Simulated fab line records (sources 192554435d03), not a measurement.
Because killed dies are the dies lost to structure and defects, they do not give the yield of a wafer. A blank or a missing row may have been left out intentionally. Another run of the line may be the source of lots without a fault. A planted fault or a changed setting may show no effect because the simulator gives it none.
One fault seen from 3 desks    flow n5Finfet    numbers are kept per desk, each desk with only its own; the story behind them comes last

== THE DEFECT DESK ==
What the inspections along the route counted, lot by lot: means of the sampled wafers that have a number. Marked OUT: a lot whose mean sits more than 4 standard deviations from the usual mean, which makes it out of limits; the brackets give that distance.
Columns: A = rawDefectCount at N5_BEOL_M7_INSPECT_30, usual 400
lot   first seen here  A
L978  day 11 06:04     313
L977  day 12 00:55     382
L979  day 12 14:10     506
L981  day 13 04:20     419
L993  day 15 03:17     399
L990  day 15 03:27     449
L989  day 15 05:44     424
L992  day 15 10:15     290
L994  day 15 17:05     342
This desk found nothing out of limits on any of the 9 lots.

== METROLOGY DESK ==
Means of the sampled wafers that have a number, per lot and without regard to the tool the lot ran on: this is what the gauges read. Marked OUT: a lot whose mean sits more than 4 standard deviations from the usual mean, which makes it out of limits; the brackets give that distance. Shown here are 7 of its 10 readings, the ones lying furthest out on some lot.
Columns: A = DIBL_N at N5_BEOL_M4_RC_MEAS_101, usual 36.3 mV/V; B = DIBL_P at N5_BEOL_M4_RC_MEAS_101, usual 36.3 mV/V; C = IOFF_N at N5_BEOL_M4_RC_MEAS_101, usual 0.16 nA/um; D = ION_N at N5_BEOL_M4_RC_MEAS_101, usual 672 uA/um; E = ION_P at N5_BEOL_M4_RC_MEAS_101, usual 459 uA/um; F = SS_P at N5_BEOL_M4_RC_MEAS_101, usual 73.3 mV/dec; G = VT_N at N5_BEOL_M4_RC_MEAS_101, usual 250 mV
lot   first seen here  A     B     C     D    E    F     G
L977  day 9 08:29      35.9  36.8  0.16  676  462  73.2  249
L978  day 10 03:58     32.8  33.0  0.13  659  455  72.7  254
L979  day 11 13:41     35.0  33.9  0.13  652  459  72.3  254
L981  day 11 21:26     37.0  38.0  0.17  677  464  73.8  250
L990  day 13 20:22     36.7  36.7  0.17  673  455  73.2  250
L993  day 14 01:46     35.0  33.9  0.14  671  459  72.8  253
L992  day 14 05:52     38.4  38.6  0.21  690  468  74.3  245
L989  day 14 07:01     36.8  37.4  0.20  675  458  74.1  247
L994  day 14 14:23     36.7  37.0  0.19  681  460  73.0  246
This desk found nothing out of limits on any of the 9 lots.

== THE TOOL OWNER'S DESK: rieDiel-01 ==
The tool's own readings at N5_BEOL_M7_VIA_ETCH_34 (etches SiCOH lowk in C4F6/O2, target depth 125.5 nm, time 50.5 s): means of the sampled wafers that have a number, for each lot that ran on this tool. Marked OUT: a lot whose mean sits more than 4 standard deviations from the usual mean, which makes it out of limits; the brackets give that distance. Shown here are 7 of its 8 readings, the ones lying furthest out on some lot.
Columns: A = C4F6_flow_sccm at N5_BEOL_M7_VIA_ETCH_34, usual 9.995 sccm; B = O2_flow_sccm at N5_BEOL_M7_VIA_ETCH_34, usual 10.00 sccm; C = drypumpMotorCurrentA at N5_BEOL_M7_VIA_ETCH_34, usual 5.8 A; D = oes_o_777_au at N5_BEOL_M7_VIA_ETCH_34, usual 0.75 a.u.; E = oesProductAu at N5_BEOL_M7_VIA_ETCH_34, usual 0.75 a.u.; F = showerheadPlenumPTorr at N5_BEOL_M7_VIA_ETCH_34, usual 2.81 Torr; G = throttleValvePct at N5_BEOL_M7_VIA_ETCH_34, usual 20.77 %
lot   first seen here  A      B      C    D     E     F     G
L977  day 12 01:08     9.995  10.00  5.5  0.73  0.74  2.78  20.84
L981  day 13 04:43     9.995  10.00  5.5  0.73  0.73  2.77  20.85
L993  day 15 03:30     9.999  10.01  5.5  0.72  0.72  2.77  20.87
This desk found nothing out of limits on any of the 3 lots.

== PUT TOGETHER ==
No out-of-limits result turned up at the defect desk.
The metrology desk saw nothing out of limits.
The tool owner's desk saw nothing out of limits.

== WHAT HAD BEEN PUT IN BY THE SIMULATOR ==
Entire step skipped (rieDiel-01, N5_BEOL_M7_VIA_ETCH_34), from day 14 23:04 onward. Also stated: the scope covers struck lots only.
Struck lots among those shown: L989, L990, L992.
